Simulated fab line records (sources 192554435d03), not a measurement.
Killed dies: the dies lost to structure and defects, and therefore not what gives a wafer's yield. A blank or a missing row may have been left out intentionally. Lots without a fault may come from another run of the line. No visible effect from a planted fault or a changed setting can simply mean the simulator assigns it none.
One fault seen from 2 desks | flow n5-finfet | only its own numbers are on each desk; what lay behind them is given at the end

== AT THE TOOL OWNER'S DESK: pvd-sputter-01 ==
The tool's own readings at N5_BEOL_M1_HM_DEP_02 (deposits TiN, target thk 20 nm): means of the sampled wafers that have a number, for each lot that ran on this tool. Any lot whose mean is over 4 standard deviations away from the usual mean is out of limits and marked OUT; that distance is given in the brackets.
Columns: A = throttle-valve-pct at N5_BEOL_M1_HM_DEP_02, usual 29.5 %
lot  | first seen here | A
L735 | day 6 10:05     | 29.1
L746 | day 9 06:17     | 29.7
L749 | day 9 22:26     | 28.9
This desk's finding: nothing out of limits on any of the 3 lots.

== THE METROLOGY DESK ==
What the gauges read for every lot (on any tool): the sampled wafers with a number, averaged. Any lot whose mean is over 4 standard deviations away from the usual mean is out of limits and marked OUT; that distance is given in the brackets. Readings shown: 7 of its 10, picked as those furthest out on some lot.
Columns: A = DIBL_N at N5_BEOL_M4_RC_MEAS_101, usual 36.0 mV/V; B = ION_N at N5_BEOL_M4_RC_MEAS_101, usual 672 uA/um; C = ION_P at N5_BEOL_M4_RC_MEAS_101, usual 461 uA/um; D = SS_N at N5_BEOL_M4_RC_MEAS_101, usual 71.5 mV/dec; E = SS_P at N5_BEOL_M4_RC_MEAS_101, usual 73.2 mV/dec; F = VT_N at N5_BEOL_M4_RC_MEAS_101, usual 250.4 mV; G = VT_P at N5_BEOL_M4_RC_MEAS_101, usual -251.0 mV
lot  | first seen here | A    | B   | C   | D    | E    | F     | G
L735 | day 8 17:15     | 37.6 | 669 | 460 | 72.0 | 73.8 | 250.9 | -249.4
L736 | day 8 19:04     | 34.8 | 683 | 470 | 71.7 | 72.8 | 248.5 | -247.9
L746 | day 11 09:39    | 37.1 | 666 | 453 | 72.0 | 73.5 | 247.8 | -251.1
L749 | day 11 23:56    | 35.6 | 665 | 456 | 71.8 | 73.2 | 250.4 | -250.9
This desk's finding: nothing out of limits on any of the 4 lots.

== BROUGHT TOGETHER ==
The desk of the tool owner found nothing out of limits.
At the metrology desk, nothing out of limits was observed.

== WHAT THE SIMULATOR PUT IN ==
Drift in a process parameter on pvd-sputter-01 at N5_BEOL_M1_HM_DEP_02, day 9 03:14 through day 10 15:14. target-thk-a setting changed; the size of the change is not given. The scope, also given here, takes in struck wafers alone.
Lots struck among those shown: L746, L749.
